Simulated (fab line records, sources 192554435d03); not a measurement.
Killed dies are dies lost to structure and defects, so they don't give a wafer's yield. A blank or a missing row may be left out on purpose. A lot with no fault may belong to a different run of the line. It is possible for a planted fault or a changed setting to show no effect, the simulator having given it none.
Chamber matching :: flow n5-finfet :: N5_FIN_SAQP_MANDREL1_REMOVE_56 on rie-si-01: 4 sister chambers
The step chemistry HBr/Cl2/O2, target a-Si, stops on SiNx, bt time 10 s. 8 wafers are shown with their chamber, then 12 later ones without.

## WAFERS PAIRED WITH THEIR CHAMBERS
wafer: L082.2
chamber: 3
drypump-motor-current-A (A): 5.3
throttle-valve-pct (%): 36.65

wafer: L086.5
chamber: 3
drypump-motor-current-A (A): 5.3
throttle-valve-pct (%): 36.65

wafer: L087.1
chamber: 0
drypump-motor-current-A (A): 6.1
throttle-valve-pct (%): 36.74

wafer: L087.5
chamber: 0
drypump-motor-current-A (A): 6.0
throttle-valve-pct (%): 36.73

wafer: L090.6
chamber: 1
drypump-motor-current-A (A): 6.3
throttle-valve-pct (%): 36.47

wafer: L091.2
chamber: 1
drypump-motor-current-A (A): 6.3
throttle-valve-pct (%): 36.46

wafer: L091.3
chamber: 2
drypump-motor-current-A (A): 5.4
throttle-valve-pct (%): 36.74

wafer: L091.5
chamber: 2
drypump-motor-current-A (A): 5.4
throttle-valve-pct (%): 36.73

## WAFERS MISSING THEIR CHAMBER
wafer: L093.1
drypump-motor-current-A (A): 5.3
throttle-valve-pct (%): 36.74

wafer: L093.5
drypump-motor-current-A (A): 6.0
throttle-valve-pct (%): 36.72

wafer: L093.6
drypump-motor-current-A (A): 6.3
throttle-valve-pct (%): 36.47

wafer: L094.2
drypump-motor-current-A (A): 6.0
throttle-valve-pct (%): 36.73

wafer: L094.4
drypump-motor-current-A (A): 5.3
throttle-valve-pct (%): 36.65

wafer: L094.6
drypump-motor-current-A (A): 5.4
throttle-valve-pct (%): 36.73

wafer: L096.2
drypump-motor-current-A (A): 6.3
throttle-valve-pct (%): 36.47

wafer: L096.4
drypump-motor-current-A (A): 5.4
throttle-valve-pct (%): 36.73

wafer: L096.6
drypump-motor-current-A (A): 6.3
throttle-valve-pct (%): 36.47

wafer: L097.2
drypump-motor-current-A (A): 5.3
throttle-valve-pct (%): 36.66

wafer: L097.3
drypump-motor-current-A (A): 5.9
throttle-valve-pct (%): 36.73

wafer: L097.4
drypump-motor-current-A (A): 6.3
throttle-valve-pct (%): 36.47

## CHAMBER TAKEN BY EACH
wafer: L093.1
from the rows above: 2
in truth: 2

wafer: L093.5
from the rows above: 0
in truth: 0

wafer: L093.6
from the rows above: 1
in truth: 1

wafer: L094.2
from the rows above: 0
in truth: 0

wafer: L094.4
from the rows above: 3
in truth: 3

wafer: L094.6
from the rows above: 2
in truth: 2

wafer: L096.2
from the rows above: 1
in truth: 1

wafer: L096.4
from the rows above: 2
in truth: 2

wafer: L096.6
from the rows above: 1
in truth: 1

wafer: L097.2
from the rows above: 3
in truth: 3

wafer: L097.3
from the rows above: 0
in truth: 0

wafer: L097.4
from the rows above: 1
in truth: 1
Correct placement for 12 of the 12. Can't be placed from these rows: 0. Wrongly placed: 0.
How it was worked out, from the rows above alone: a wafer's distance from a chamber is the root of the sum, over the readings, of the square of ((its reading less the chamber's mean) divided by the reading's scatter). If the next closest chamber is less than 2 further off than the closest, the wafer can't be placed; otherwise it belongs to the closest. A chamber's mean is the mean of its shown wafers. The scatter: the root of (the sum of the squares of (reading less its chamber's mean) over the shown wafers, divided by (wafers less chambers)).
